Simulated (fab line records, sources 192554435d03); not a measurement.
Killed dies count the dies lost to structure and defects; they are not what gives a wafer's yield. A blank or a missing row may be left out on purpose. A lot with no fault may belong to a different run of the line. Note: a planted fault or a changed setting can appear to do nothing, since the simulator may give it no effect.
Matching of chambers :: flow n5Finfet :: 4 sister chambers for N5_BEOL_M8_VIA_ETCH_34 on rieDiel-03
The step etches SiCOH lowk in C4F6/O2, target depth 125.5 nm, time 50.5 s. 4 wafers are shown with their chamber, then 8 later ones without.

## WAFERS PAIRED WITH THEIR CHAMBERS
wafer: L076.3
chamber: 0
drypumpMotorCurrentA (A): 6.0

wafer: L081.2
chamber: 2
drypumpMotorCurrentA (A): 5.6

wafer: L080.5
chamber: 3
drypumpMotorCurrentA (A): 5.1

wafer: L084.1
chamber: 1
drypumpMotorCurrentA (A): 5.8

## WAFERS WITHOUT THEIR CHAMBER
wafer: L084.4
drypumpMotorCurrentA (A): 5.7

wafer: L084.5
drypumpMotorCurrentA (A): 5.8

wafer: L090.1
drypumpMotorCurrentA (A): 6.0

wafer: L090.4
drypumpMotorCurrentA (A): 5.1

wafer: L090.5
drypumpMotorCurrentA (A): 5.7

wafer: L091.1
drypumpMotorCurrentA (A): 5.8

wafer: L091.4
drypumpMotorCurrentA (A): 5.8

wafer: L091.5
drypumpMotorCurrentA (A): 5.1

## THE CHAMBER EACH PASSED THROUGH
wafer: L084.4
from the rows above: can't be placed: 1 or 2
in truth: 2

wafer: L084.5
from the rows above: 1
in truth: 1

wafer: L090.1
from the rows above: 0
in truth: 0

wafer: L090.4
from the rows above: 3
in truth: 3

wafer: L090.5
from the rows above: can't be placed: 1 or 2
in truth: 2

wafer: L091.1
from the rows above: 1
in truth: 1

wafer: L091.4
from the rows above: 1
in truth: 1

wafer: L091.5
from the rows above: 3
in truth: 3
Correctly placed: 6 of 8. Unplaceable from these rows: 2, with the true chamber sitting among the candidates in 2. Wrongly placed: 0.
How it was worked out, from the rows above alone: a wafer's distance from a chamber is the root of the sum, over the readings, of the square of ((its reading less the chamber's mean) divided by the reading's scatter). If the next closest chamber is less than 2 further off than the closest, the wafer can't be placed; otherwise it belongs to the closest. The mean given for a chamber averages the wafers shown for that chamber. The scatter: with one shown wafer a chamber, the root of the mean of the squares of how far each hidden wafer lies from its nearest shown one.
